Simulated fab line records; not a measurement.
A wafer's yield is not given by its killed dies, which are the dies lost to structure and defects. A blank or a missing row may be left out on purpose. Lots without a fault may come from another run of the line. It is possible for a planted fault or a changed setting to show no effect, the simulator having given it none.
fab line records	flow nand_harc	part 1 of 2: steps 1 to 24 of 33
record: lots: 5	wafers: 15	last_day: 32
route steps=1302 shown A_STAIRCASE@870 A_SGD_CUT@890
lots that met no fault: from a run of the same line without faults
start_h: hours from the record's opening day to when the first of the lot's shown wafers began	wait_h: hours since the lot's step before	" same as the row above	L1.1+2: a single row standing in for several wafers	- no value present, or no start provided	* or withheld: withheld	< > ~ a bound
route shown NAME@n: a module of which the file shows steps, and the number in the route of the first	usual: mean and standard deviation over wafers with no fault	same: alike in all rows	chamber/n: place in a boat	sites: per-site readings	_std_site: the values' standard deviation	_edge_site: mean of outer sites minus mean of inner sites	radius_mm: for every site, how far away it sits from the centre of the wafer	mask NAME#n: copy n	behind: tool/chamber where the wafer was last shaped	hold: cause of the lot's hold/its duration in hours/its outcome	device: whichever transistor did not switch (one of n, p or np)	end of line: the tests these same wafers got at the end of their route	a step with no rows: only its recipe	killed: count of dies lost to structure and defects at first sort (not the wafer's yield)	map: shows each die of a wafer: x if killed, . if not, _ if none is there
set.NAME: the run value of the setting; set.NAME@STEP: its run value at that earlier step	model.NAME: the simulator's own value behind a step, which no gauge read
lots seen at some steps along the route; tables by step, rows by wafer
services: from which hour (start_h, from the record's first day; less than 0 if before it) a tool's chamber was out of use, for how many hours, and why
== steps ==
step: NHARC_A_STAIRCASE_ETCH_444
recipe: target_depth_a: 2.04e+05	time_s: 6800	c4f8_flow_sccm: 20	o2_flow_sccm: 10	ar_flow_sccm: withheld	rf_w: 600	bias_w: 1000	chemistry: C4F8/O2
usual: oes_product_au: 0.934/0.021	rf_vpp_V: 806/5.5
lot.wafer	tool	chamber	start_h	wait_h	oes_product_au	rf_hours_counter_h	rf_vpp_V
L081.3	rie_diel-03	0	495.60	0.2	0.919	5	817
L081.2	"	2	"	"	0.937	6	800
L081.5	"	1	497.98	2.5	0.939	-	808
L088.2	rie_diel-13	3	572.16	0.2	0.911	12	800
L088.4	"	2	573.58	1.7	0.929	15	812
L088.5	"	3	"	"	0.915	-	801
L086.1	rie_diel-01	3	574.83	0.1	0.947	5	799
L086.3	"	1	576.11	1.4	0.968	3	810
L086.5	"	3	"	"	0.942	-	798
L092.4	rie_diel-03	2	595.96	1.0	0.910	49	800
L092.3	"	3	"	"	0.942	47	802
L092.6	"	0	"	"	0.912	-	816
L093.3	rie_diel-01	1	618.13	0.1	0.959	16	811
L093.1	"	0	619.55	1.5	0.909	18	807
L093.6	"	2	"	"	0.957	-	804
step: NHARC_A_STAIRCASE_STRIP_446
recipe: power_w: 1500	temp_c: 250	chemistry: O2
usual: drypump_motor_current_A: 5.49/0.19	heater_power_w: 350/40	temp_c: 249.98/0.18
lot.wafer	tool	chamber	start_h	wait_h	drypump_motor_current_A	heater_power_w	rf_hours_counter_h	temp_c
L081.2	plasma_asher-01	0	500.05	0.1	5.68	337	28	250.09
L081.3	"	0	"	"	5.67	329	-	250.19
L081.5	"	0	"	"	5.68	337	-	249.87
L088.2	plasma_asher-01	1	576.55	0.0	5.77	292	6	250.30
L088.4	"	1	"	"	5.76	297	-	250.10
L088.5	"	1	"	"	5.77	293	-	250.19
L086.1	plasma_asher-02	1	580.22	0.0	5.28	409	31	250.33
L086.3	"	0	"	"	5.40	359	-	249.88
L086.5	"	0	"	"	5.41	362	-	249.99
L092.3	plasma_asher-02	0	599.49	0.1	5.40	348	-	250.11
L092.4	"	1	"	"	5.30	408	-	250.25
L092.6	"	1	"	"	5.29	388	-	249.95
L093.1	plasma_asher-02	1	622.51	0.0	5.26	384	3	250.13
L093.3	"	1	"	"	5.28	377	-	250.33
L093.6	"	1	"	"	5.26	374	-	250.22
step: NHARC_A_STAIRCASE_STRIP_447
recipe: time_s: 900	temp_c: 130	chemistry: SPM
usual: temp_c: 130.00/0.14
lot.wafer	tool	chamber	start_h	wait_h	temp_c
L081.2	wet_bench-06	6	500.37	0.3	130.19
L081.5	"	7	"	"	129.91
L081.3	"	0	"	"	129.96
L088.5	wet_bench-04	3	576.91	0.1	130.23
L088.4	"	4	"	"	129.76
L088.2	"	5	"	"	130.03
L086.3	wet_bench-06	1	580.57	0.2	129.86
L086.1	"	3	"	"	129.91
L086.5	"	6	"	"	130.08
L092.6	wet_bench-06	6	599.76	0.1	130.03
L092.3	"	0	"	"	130.15
L092.4	"	1	"	"	129.79
L093.6	wet_bench-04	4	622.86	0.1	130.11
L093.1	"	0	"	"	129.96
L093.3	"	1	"	"	130.05
step: NHARC_A_STAIRCASE_PRECLEAN_448
recipe: time_s: *	temp_c: 50	bath_age_min: 0	chemistry: SC1
usual: temp_c: 50.00/0.11
lot.wafer	tool	chamber	start_h	wait_h	temp_c
L081.2	wet_bench-06	6	-	-	50.18
L081.5	"	7	"	"	49.89
L081.3	"	0	"	"	49.87
L088.5	wet_bench-04	3	-	-	49.90
L088.4	"	4	"	"	50.00
L088.2	"	5	"	"	49.88
L086.3	wet_bench-06	1	-	-	49.96
L086.1	"	3	"	"	49.89
L086.5	"	6	"	"	49.93
L092.6	wet_bench-06	6	-	-	49.90
L092.3	"	0	"	"	49.92
L092.4	"	1	"	"	49.96
L093.6	wet_bench-04	4	-	-	50.02
L093.1	"	0	"	"	50.00
L093.3	"	1	"	"	50.00
step: NHARC_A_STAIRCASE_SRD_449
lot.wafer	tool	chamber	start_h	wait_h
L081.2+5+3	wet_bench-06	6,7,0	-	-
L088.5+4+2	wet_bench-04	3,4,5	-	-
L086.3+1+5	wet_bench-06	1,3,6	-	-
L092.6+3+4	wet_bench-06	6,0,1	-	-
L093.6+1+3	wet_bench-04	4,0,1	-	-
step: NHARC_A_STAIRCASE_CMP_450
recipe: target_thk_nm: 200	material: SiO2
usual: motor_current_A: 12.2/0.93
lot.wafer	tool	chamber	start_h	wait_h	motor_current_A
L081.2	cmp-03	3	500.81	-	12.7
L081.3	"	1	"	"	11.0
L081.5	"	2	"	"	12.0
L088.4	cmp-04	2	577.35	-	14.3
L088.2	"	1	"	"	13.7
L088.5	"	2	"	"	14.3
L086.1	cmp-04	0	581.02	-	12.3
L086.3	"	3	"	"	11.6
L086.5	"	0	"	"	12.2
L092.3	cmp-01	1	600.20	-	12.0
L092.4	"	0	"	"	11.5
L092.6	"	1	"	"	11.8
L093.3	cmp-04	3	623.31	-	12.1
L093.1	"	1	"	"	13.8
L093.6	"	3	"	"	12.2
step: NHARC_A_STAIRCASE_CMP_152
usual: motor_current_A: 12.2/0.87
lot.wafer	tool	chamber	start_h	wait_h	motor_current_A
L081.2	cmp-03	3	500.89	0.1	12.0
L081.3	"	1	"	"	10.9
L081.5	"	2	"	"	12.0
L088.4	cmp-04	2	577.42	0.1	13.8
L088.2	"	1	"	"	12.9
L088.5	"	2	"	"	13.4
L086.1	cmp-04	0	581.09	0.1	12.5
L086.3	"	3	"	"	12.1
L086.5	"	0	"	"	12.1
L092.3	cmp-01	1	600.27	0.1	12.8
L092.4	"	0	"	"	10.8
L092.6	"	1	"	"	12.3
L093.3	cmp-04	3	623.39	0.1	11.9
L093.1	"	1	"	"	12.5
L093.6	"	3	"	"	11.9
step: NHARC_A_STAIRCASE_SRD_154
lot.wafer	tool	chamber	start_h	wait_h
L081.5+2+3	wet_bench-06	3,5,7	501.16	0.0
L088.5+2+4	wet_bench-04	0,2,4	577.72	0.0
L086.5+3+1	wet_bench-06	4,6,7	581.38	0.0
L092.3+4+6	wet_bench-04	1,2,5	600.56	0.0
L093.1+6+3	wet_bench-05	4,5,6	623.68	0.0
step: NHARC_A_STAIRCASE_ETCH_403
recipe: target_depth_a: 1082	chemistry: dHF	material: SiO2
lot.wafer	tool	chamber	start_h	wait_h
L081.5+2+3	wet_bench-06	3,5,7	501.18	0.0
L088.5+2+4	wet_bench-04	0,2,4	577.74	0.0
L086.5+3+1	wet_bench-06	4,6,7	581.40	0.0
L092.3+4+6	wet_bench-04	1,2,5	600.59	0.0
L093.1+6+3	wet_bench-05	4,5,6	623.70	0.0
step: NHARC_A_STAIRCASE_ETCHBACK_422
recipe: target_depth_a: 400	over_etch_frac: 0.3	time_s: 74.286	ion_energy_ev: 120	ch3f_flow_sccm: 50	o2_flow_sccm: 30	ar_flow_sccm: 200	rf_w: 500	bias_w: 100	chemistry: CH3F/O2
usual: drypump_motor_current_A: 5.8/0.34	oes_product_au: 0.95/0.036	rf_vpp_V: 244.3/1.7	showerhead_plenum_p_Torr: 2.45/0.11	throttle_valve_pct: 20.663/0.0089
lot.wafer	tool	chamber	start_h	wait_h	drypump_motor_current_A	oes_product_au	rf_hours_counter_h	rf_vpp_V	showerhead_plenum_p_Torr	throttle_valve_pct
L081.3	rie_diel-01	0	501.36	0.2	5.9	0.91	39	243.2	2.48	20.675
L081.2	"	3	"	"	6.3	0.91	34	242.3	2.31	20.662
L081.5	"	1	"	"	5.7	0.94	-	245.0	2.53	20.657
L088.4	rie_diel-03	3	577.90	0.1	5.4	0.93	41	242.3	2.33	20.660
L088.2	"	1	"	"	5.7	0.93	42	244.5	2.46	20.662
L088.5	"	3	"	"	5.4	0.94	-	242.2	2.33	20.676
L086.1	rie_diel-13	3	581.58	0.2	5.1	0.99	18	243.0	2.31	20.654
L086.3	"	0	"	"	5.9	1.00	19	244.1	2.50	20.653
L086.5	"	0	"	"	5.9	0.99	-	247.1	2.50	20.662
L092.3	rie_diel-01	0	600.75	0.2	5.9	1.00	13	245.1	2.47	20.674
L092.4	"	1	"	"	5.7	1.03	11	245.8	2.51	20.648
L092.6	"	3	"	"	6.3	1.01	-	241.9	2.29	20.666
L093.3	rie_diel-13	0	623.85	0.1	5.9	0.91	31	244.8	2.50	20.655
L093.1	"	2	"	"	6.1	0.92	32	245.8	2.58	20.674
L093.6	"	0	"	"	5.9	0.91	-	244.0	2.50	20.648
step: NHARC_A_STAIRCASE_ETCH_423
recipe: target_depth_a: 300	chemistry: dHF	material: SiO2
lot.wafer	tool	chamber	start_h	wait_h
L081.5+2+3	wet_bench-05	6,2,3	501.52	0.1
L088.4+2+5	wet_bench-06	4,5,6	578.07	0.2
L086.5+3+1	wet_bench-06	3,4,5	581.75	-
L092.3+6+4	wet_bench-05	3,4,5	600.94	0.2
L093.6+3+1	wet_bench-05	1,3,6	624.01	0.1
step: NHARC_A_STAIRCASE_ETCHBACK_157
recipe: target_depth_a: 900	over_etch_frac: 0.3	time_s: 167.14	ion_energy_ev: 120	ch3f_flow_sccm: 50	o2_flow_sccm: 30	ar_flow_sccm: 200	rf_w: 500	bias_w: 100	chemistry: CH3F/O2
usual: drypump_motor_current_A: 5.8/0.36	oes_product_au: 0.97/0.033	rf_vpp_V: 244.0/1.9	showerhead_plenum_p_Torr: 2.44/0.11	throttle_valve_pct: 20.663/0.0087
lot.wafer	tool	chamber	start_h	wait_h	drypump_motor_current_A	oes_product_au	rf_hours_counter_h	rf_vpp_V	showerhead_plenum_p_Torr	throttle_valve_pct
L081.3	rie_diel-13	0	501.74	0.1	6.0	0.91	42	244.6	2.52	20.664
L081.2	"	1	"	"	5.5	0.93	43	245.2	2.53	20.662
L081.5	"	0	"	"	5.9	0.91	-	246.1	2.52	20.660
L088.4	rie_diel-03	1	578.28	0.2	5.7	1.00	42	244.4	2.46	20.662
L088.2	"	2	"	"	6.1	0.98	42	242.8	2.31	20.667
L088.5	"	0	"	"	6.1	0.99	-	246.3	2.64	20.664
L086.1	rie_diel-13	1	581.95	0.2	5.6	0.99	19	245.0	2.52	20.666
L086.3	"	2	"	"	6.1	1.01	20	244.8	2.58	20.664
L086.5	"	0	"	"	5.9	0.99	-	244.5	2.51	20.669
L092.3	rie_diel-01	3	601.09	0.1	6.3	1.01	13	243.1	2.29	20.664
L092.4	"	0	"	"	5.9	0.99	13	245.1	2.47	20.654
L092.6	"	3	"	"	6.3	1.02	-	243.0	2.29	20.650
L093.1	rie_diel-13	0	624.22	0.1	5.9	0.94	31	245.5	2.50	20.654
L093.3	"	1	"	"	5.6	0.94	32	246.1	2.52	20.673
L093.6	"	3	"	"	5.1	0.92	-	243.2	2.30	20.657
step: NHARC_A_STAIRCASE_STRIP_475
recipe: time_s: 20	o2_flow_sccm: 500	ar_flow_sccm: 0	bias_w: 0	chemistry: O2
usual: drypump_motor_current_A: 5.8/0.34	oes_product_au: 1.000/0.013	rf_vpp_V: 57.7/0.85	showerhead_plenum_p_Torr: 3.52/0.16	throttle_valve_pct: 17.038/0.0082
lot.wafer	tool	chamber	start_h	wait_h	drypump_motor_current_A	oes_product_au	rf_hours_counter_h	rf_vpp_V	showerhead_plenum_p_Torr	throttle_valve_pct
L081.3	rie_diel-13	3	-	-	5.1	0.993	51	57.2	3.33	17.032
L081.2	"	0	"	"	5.9	0.978	43	59.3	3.61	17.036
L081.5	"	2	"	"	6.1	0.990	-	58.9	3.72	17.039
L088.4	rie_diel-03	0	-	-	6.2	1.008	41	59.6	3.78	17.024
L088.2	"	2	"	"	6.2	0.985	42	56.6	3.32	17.039
L088.5	"	3	"	"	5.4	0.999	-	57.7	3.35	17.032
L086.3	rie_diel-13	3	-	-	5.1	0.985	19	57.3	3.32	17.021
L086.1	"	1	"	"	5.6	0.990	19	57.1	3.62	17.038
L086.5	"	3	"	"	5.1	0.994	-	57.4	3.32	17.042
L092.4	rie_diel-01	2	-	-	5.9	1.009	6	56.8	3.44	17.030
L092.3	"	0	"	"	5.9	0.992	13	59.1	3.54	17.027
L092.6	"	3	"	"	6.3	1.006	-	57.3	3.30	17.041
L093.1	rie_diel-13	2	-	-	6.1	1.005	32	57.7	3.70	17.037
L093.3	"	3	"	"	5.1	0.984	30	57.2	3.31	17.033
L093.6	"	1	"	"	5.5	0.991	-	58.7	3.61	17.047
step: NHARC_A_STAIRCASE_DEP_471
recipe: target_thk_a: 1000	temp_c: 400	pressure_torr: 6.5	rf_w: 900	teos_flow_sccm: 161.4	flow_sccm: 2650	target_thk_nm: 100	gas: O2	material: SiO2
usual: flow_sccm: 2650/7.4	heater_power_w: 601/80	showerhead_vpp_V: 1856/87	throttle_valve_pct: 16.0/0.64
lot.wafer	tool	chamber	start_h	wait_h	flow_sccm	heater_power_w	showerhead_vpp_V	throttle_valve_pct
L081.3	pecvd-04	1	502.70	-	2646	664	1850	16.1
L081.2	"	2	"	"	2646	656	1964	15.6
L081.5	"	1	"	"	2645	685	1885	16.3
L088.2	pecvd-03	0	578.68	-	2647	489	1836	16.0
L088.5	"	0	"	"	2658	489	1848	15.7
L088.4	"	1	"	"	2648	451	1930	15.8
L086.1	pecvd-04	2	582.22	-	2638	625	1913	15.5
L086.3	"	0	"	"	2648	653	1755	16.6
L086.5	"	1	"	"	2650	739	1866	16.5
L092.3	pecvd-03	2	601.43	-	2653	494	1880	15.2
L092.4	"	1	"	"	2659	502	1948	16.0
L092.6	"	2	"	"	2651	494	1904	14.9
L093.3	pecvd-03	0	624.48	-	2652	534	1888	16.1
L093.1	"	1	"	"	2651	547	1944	16.0
L093.6	"	0	"	"	2669	544	1835	16.1
step: NHARC_A_STAIRCASE_CMP_472
recipe: material: SiO2
usual: motor_current_A: 12.1/0.93
lot.wafer	tool	chamber	start_h	wait_h	motor_current_A
L081.3	cmp-03	1	503.00	0.3	10.0
L081.2	"	2	"	"	11.5
L081.5	"	1	"	"	10.9
L088.4	cmp-04	1	578.93	0.1	13.5
L088.2	"	2	"	"	13.8
L088.5	"	2	"	"	14.9
L086.1	cmp-01	3	582.49	0.2	11.8
L086.3	"	1	"	"	12.1
L086.5	"	3	"	"	11.3
L092.4	cmp-03	1	601.65	0.1	11.5
L092.3	"	2	"	"	12.4
L092.6	"	1	"	"	11.8
L093.1	cmp-03	3	624.81	0.3	11.8
L093.3	"	0	"	"	11.7
L093.6	"	2	"	"	11.3
step: NHARC_A_STAIRCASE_SRD_474
lot.wafer	tool	chamber	start_h	wait_h
L081.3+5+2	wet_bench-06	5,7,2	503.23	0.0
L088.2+4+5	wet_bench-05	7,2,4	579.19	0.0
L086.5+1+3	wet_bench-05	0,2,3	582.76	0.0
L092.6+4+3	wet_bench-06	7,0,2	601.91	0.0
L093.1+3+6	wet_bench-04	3,4,6	625.03	0.0
step: NHARC_A_STAIRCASE_INSPECT_155
usual: raw_defect_count: 464/150
lot.wafer	tool	chamber	start_h	wait_h	raw_defect_count
L081.2	defect_inspect-01	-	503.31	0.1	366
L081.3	"	-	"	"	387
L081.5	"	-	"	"	291
L088.2	defect_inspect-02	-	579.27	0.1	377
L088.4	"	-	"	"	255
L088.5	"	-	"	"	497
L086.1	defect_inspect-01	-	582.84	0.1	354
L086.3	"	-	"	"	407
L086.5	"	-	"	"	313
L092.3	defect_inspect-02	-	601.99	0.1	368
L092.4	"	-	"	"	340
L092.6	"	-	"	"	401
L093.1	defect_inspect-02	-	625.10	0.1	298
L093.3	"	-	"	"	365
L093.6	"	-	"	"	398
step: NHARC_A_SGD_CUT_DEP_00
recipe: target_thk_a: 500	temp_c: 400	target_thk_nm: 50	flow_sccm: 200	rf_w: 450	material: SiNx
usual: heater_power_w: 742/72
lot.wafer	tool	chamber	start_h	wait_h	heater_power_w
L081.2	pecvd-02	2	503.38	0.1	746
L081.3	"	0	"	"	723
L081.5	"	1	"	"	670
L088.2	pecvd-03	2	579.36	0.1	655
L088.4	"	2	"	"	660
L088.5	"	0	"	"	631
L086.1	pecvd-03	2	582.90	0.1	656
L086.3	"	0	"	"	714
L086.5	"	0	"	"	708
L092.3	pecvd-03	0	602.08	0.1	709
L092.4	"	0	"	"	693
L092.6	"	1	"	"	696
L093.3	pecvd-04	0	625.17	0.1	728
L093.1	"	1	"	"	822
L093.6	"	0	"	"	763
step: NHARC_A_SGD_CUT_DEHYDRATE_01
recipe: temp_c: 150	time_s: 120
usual: chill_plate_temp_C: 23.02/0.11	heater_power_total_W: 182.6/1.3
lot.wafer	tool	chamber	start_h	wait_h	chill_plate_temp_C	heater_power_total_W
L081.2	litho_track-04	0	503.65	0.2	23.04	182.5
L081.3	"	0	"	"	22.99	182.4
L081.5	"	0	"	"	22.93	183.5
L088.2	litho_track-06	0	579.61	0.2	23.03	184.7
L088.4	"	0	"	"	23.08	182.7
L088.5	"	0	"	"	23.23	184.2
L086.1	litho_track-04	0	583.17	0.2	22.89	181.7
L086.3	"	0	"	"	23.05	181.0
L086.5	"	0	"	"	23.00	180.8
L092.3	litho_track-04	0	602.33	0.2	22.97	182.5
L092.4	"	0	"	"	22.89	180.8
L092.6	"	0	"	"	23.00	182.9
L093.1	litho_track-06	0	625.44	0.2	23.14	181.0
L093.3	"	0	"	"	22.96	184.6
L093.6	"	0	"	"	22.97	180.4
step: NHARC_A_SGD_CUT_HMDS_02
recipe: time_s: 30
usual: chill_plate_temp_C: 22.99/0.11
lot.wafer	tool	chamber	start_h	wait_h	chill_plate_temp_C
L081.2	litho_track-04	0	-	-	23.16
L081.3	"	0	"	"	22.94
L081.5	"	0	"	"	23.02
L088.2	litho_track-06	0	-	-	23.14
L088.4	"	0	"	"	23.31
L088.5	"	0	"	"	23.15
L086.1	litho_track-04	0	-	-	23.00
L086.3	"	0	"	"	23.00
L086.5	"	0	"	"	23.13
L092.3	litho_track-04	0	-	-	22.97
L092.4	"	0	"	"	22.84
L092.6	"	0	"	"	23.02
L093.1	litho_track-06	0	-	-	22.94
L093.3	"	0	"	"	22.84
L093.6	"	0	"	"	23.04
step: NHARC_A_SGD_CUT_COAT_56
recipe: temp_c: 260	time_s: 75
usual: chill_plate_temp_C: 22.99/0.12	heater_power_total_W: 486.7/1.7
lot.wafer	tool	chamber	start_h	wait_h	chill_plate_temp_C	heater_power_total_W
L081.2	litho_track-04	0	-	-	22.85	484.9
L081.3	"	0	"	"	22.93	488.0
L081.5	"	0	"	"	23.06	485.5
L088.2	litho_track-06	0	-	-	23.22	485.3
L088.4	"	0	"	"	23.16	488.6
L088.5	"	0	"	"	23.04	485.2
L086.1	litho_track-04	0	-	-	23.02	486.7
L086.3	"	0	"	"	22.97	488.8
L086.5	"	0	"	"	22.95	489.1
L092.3	litho_track-04	0	-	-	23.15	486.8
L092.4	"	0	"	"	23.03	484.6
L092.6	"	0	"	"	22.99	485.4
L093.1	litho_track-06	0	-	-	23.12	484.9
L093.3	"	0	"	"	23.12	486.7
L093.6	"	0	"	"	23.17	486.6
step: NHARC_A_SGD_CUT_COAT_57
recipe: temp_c: 225	time_s: 65
usual: chill_plate_temp_C: 22.96/0.099	heater_power_total_W: 446.5/2
lot.wafer	tool	chamber	start_h	wait_h	chill_plate_temp_C	heater_power_total_W
L081.2	litho_track-04	0	-	-	22.83	447.0
L081.3	"	0	"	"	22.81	444.0
L081.5	"	0	"	"	22.88	446.2
L088.2	litho_track-06	0	-	-	22.96	445.6
L088.4	"	0	"	"	22.84	445.3
L088.5	"	0	"	"	23.02	444.0
L086.1	litho_track-04	0	-	-	22.83	444.3
L086.3	"	0	"	"	22.88	449.6
L086.5	"	0	"	"	22.83	448.5
L092.3	litho_track-04	0	-	-	23.13	446.2
L092.4	"	0	"	"	23.08	444.1
L092.6	"	0	"	"	23.07	449.6
L093.1	litho_track-06	0	-	-	23.15	445.0
L093.3	"	0	"	"	23.09	444.0
L093.6	"	0	"	"	22.88	445.7
step: NHARC_A_SGD_CUT_COAT_03
recipe: spin_rpm: 1500	resist_thk_nm: 90
usual: chill_plate_temp_C: 23.00/0.1
lot.wafer	tool	chamber	start_h	wait_h	chill_plate_temp_C
L081.2	litho_track-04	0	-	-	22.97
L081.3	"	0	"	"	23.04
L081.5	"	0	"	"	23.00
L088.2	litho_track-06	0	-	-	23.05
L088.4	"	0	"	"	23.16
L088.5	"	0	"	"	22.97
L086.1	litho_track-04	0	-	-	23.20
L086.3	"	0	"	"	23.08
L086.5	"	0	"	"	23.18
L092.3	litho_track-04	0	-	-	23.13
L092.4	"	0	"	"	23.18
L092.6	"	0	"	"	23.12
L093.1	litho_track-06	0	-	-	22.94
L093.3	"	0	"	"	23.01
L093.6	"	0	"	"	22.89
step: NHARC_A_SGD_CUT_SOFTBAKE_04
recipe: temp_c: 105	time_s: 55
usual: chill_plate_temp_C: 23.02/0.12	heater_power_total_W: 188.45/0.13
lot.wafer	tool	chamber	start_h	wait_h	chill_plate_temp_C	heater_power_total_W
L081.2	litho_track-04	0	-	-	23.21	188.35
L081.3	"	0	"	"	23.27	188.63
L081.5	"	0	"	"	23.27	188.31
L088.2	litho_track-06	0	-	-	23.03	188.45
L088.4	"	0	"	"	23.23	188.43
L088.5	"	0	"	"	23.05	188.44
L086.1	litho_track-04	0	-	-	23.01	188.68
L086.3	"	0	"	"	23.03	188.75
L086.5	"	0	"	"	23.24	188.71
L092.3	litho_track-04	0	-	-	22.83	188.54
L092.4	"	0	"	"	22.98	188.50
L092.6	"	0	"	"	23.08	188.50
L093.1	litho_track-06	0	-	-	22.90	188.75
L093.3	"	0	"	"	23.05	188.46
L093.6	"	0	"	"	22.92	188.63
